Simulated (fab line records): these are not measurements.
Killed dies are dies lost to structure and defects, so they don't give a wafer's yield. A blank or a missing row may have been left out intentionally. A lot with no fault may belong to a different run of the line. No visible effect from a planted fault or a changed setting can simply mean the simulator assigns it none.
Struck lot and sound lot, side by side | flow n5-finfet | 18 out of 1938 route steps
Sound: wafers L497.2, L497.4, L497.6. Struck: wafer L505.2 (L505.1, L505.4, from the same lot, were not struck and are left out); the cause is given at the end.
Per side, at each step with rows, come the tool, then ch with its chambers, and then its first start. Under that, the readings that differ: sound wafers | struck wafers | difference of the means | sigmas: that difference in standard deviations of wafers without a fault.
alike: words and numbers the same on both sides, and readings whose means are apart by under 2 such deviations; not compared: readings that were withheld, readings missing a value for some wafer, numbers with overlapping values and no deviation given by the record, and bounds like >300 which may hide the same value.
The two part at a step that has a row with sigmas, a row that says differs or no value, or rows on one side only. Numbers that have no deviation but don't overlap get no sigmas and don't part them. A reading that every wafer of one side lacks parts them only if that side has two wafers or more.

first, 7 steps without rows for these wafers: N5_FIN_SAQP_COAT_50 (time 60 s, resist thk 35 nm); N5_FIN_SAQP_COAT_10 (resist thk 90 nm); N5_FIN_SAQP_EBR_12; N5_FIN_SAQP_SOFTBAKE_11 (time 60 s); N5_FIN_SAQP_EXPOSE_13 (exposes mask FIN CORE, target cd 35.6 nm); N5_FIN_SAQP_PEB_14 (peb time 60 s); N5_FIN_SAQP_DEVELOP_15 (develop time 30 s).
N5_FIN_SAQP_CD_MEAS_16: the cd target is 35.6 nm.
  sound on cd-sem-03 ch 0, day 4 03:30; struck on cd-sem-03 ch 0, day 6 03:37
  alike: cd-nm
N5_FIN_SAQP_OVL_MEAS_17:
  sound on overlay-01 ch 0, day 4 03:32; struck on overlay-02 ch 0, day 6 03:39
  reading           | sound        | struck | difference | sigmas
  FIN_CORE_OVL (nm) | 0.2 -0.1 0.9 | -1.8   | -2.1       | -3
N5_FIN_SAQP_INSPECT_18: inspects for defects (brightfield).
  sound: defect-inspect-02 at day 4 03:34; struck: defect-inspect-01 at day 6 03:40
  reading          | sound       | struck | difference | sigmas
  raw-defect-count | 444 660 587 | 262    | -302       | -3
N5_FIN_SAQP_DESCUM_21: chemistry O2, time 7.9 s.
  sound on rie-diel-05 ch 0,1,2, day 4 03:38; struck on rie-diel-05 ch 0, day 6 03:43
  alike: drypump-motor-current-A, oes-product-au, rf-vpp-V, showerhead-plenum-p-Torr, throttle-valve-pct
  not compared: rf-hours-counter-h
N5_FIN_SAQP_ETCH_51: etches SiARC in CF4, target depth 45.5 nm, time 75.8 s.
  sound on rie-diel-05 ch 0,1,2, day 4 03:40; struck on rie-diel-05 ch 0, day 6 03:44
  alike: drypump-motor-current-A, etch-rf-on-time-s, oes-product-au, rf-vpp-V, showerhead-plenum-p-Torr, throttle-valve-pct
  not compared: rf-hours-counter-h
N5_FIN_SAQP_ETCH_52: etches SOC in N2/H2, target depth 100 nm, overetch 20 nm, time 150 s.
  sound on rie-diel-05 ch 0,1,2, day 4 03:43; struck on rie-diel-05 ch 0, day 6 03:48
  reading                                     | sound             | struck | difference | sigmas
  model.SiARC_of_FIN_SAQP_COAT_50.thk-nm (nm) | 29.14 29.04 29.34 | 25.52  | -3.65      |
  alike: drypump-motor-current-A, oes-product-au, rf-vpp-V, showerhead-plenum-p-Torr, throttle-valve-pct
  not compared: rf-hours-counter-h
then, 1 step without rows for these wafers: N5_FIN_SAQP_STRIP_53 (strips in N2/H2).
N5_FIN_SAQP_HM_OPEN_73: chemistry CHF3/O2, target SiO2, stops on a-Si, target depth 12 nm, time 16.8 s.
  sound on rie-diel-05 ch 0,1,2, day 4 03:50; struck on rie-diel-05 ch 0, day 6 03:55
  reading                                     | sound           | struck | difference | sigmas
  model.SiARC_of_FIN_SAQP_COAT_50.thk-nm (nm) | 5.483 4.964 6.1 | 1.02   | -4.50      |
  alike: drypump-motor-current-A, oes-product-au, rf-vpp-V, showerhead-plenum-p-Torr, throttle-valve-pct
  not compared: rf-hours-counter-h
then, 1 step without rows for these wafers: N5_FIN_SAQP_STRIP_74 (strips in CHF3/O2).
-- the record jumps here: 6 days lie between the struck wafers' starts before and after (it left off in module FIN_SAQP and takes up again in module BEOL_M4, whose first step shown is number 1111 of the route) --
N5_BEOL_M4_RC_MEAS_101:
  sound on prober-02 ch 0, day 10 03:08; struck on prober-01 ch 0, day 12 15:37
  reading       | sound          | struck | difference | sigmas
  SS_P (mV/dec) | 73.7 74.4 73.6 | 72.5   | -1.4       | -2
  alike: DIBL_N, DIBL_P, IOFF_N, IOFF_P, ION_N, ION_P, SS_N, VT_N, VT_P
-- the record jumps here: 5 days lie between the struck wafers' starts before and after (it left off in module BEOL_M4 and takes up again in module PASSIVATION, whose first step shown is number 1936 of the route) --
N5_PASSIVATION_PROBE_49:
  the record has rows for the struck wafers here (prober-01, day 17 06:48) and none for the sound ones

WHERE THEY PART
Earliest at N5_FIN_SAQP_OVL_MEAS_17; latest, in this record, at N5_PASSIVATION_PROBE_49.

WHY: the cause the simulator had injected
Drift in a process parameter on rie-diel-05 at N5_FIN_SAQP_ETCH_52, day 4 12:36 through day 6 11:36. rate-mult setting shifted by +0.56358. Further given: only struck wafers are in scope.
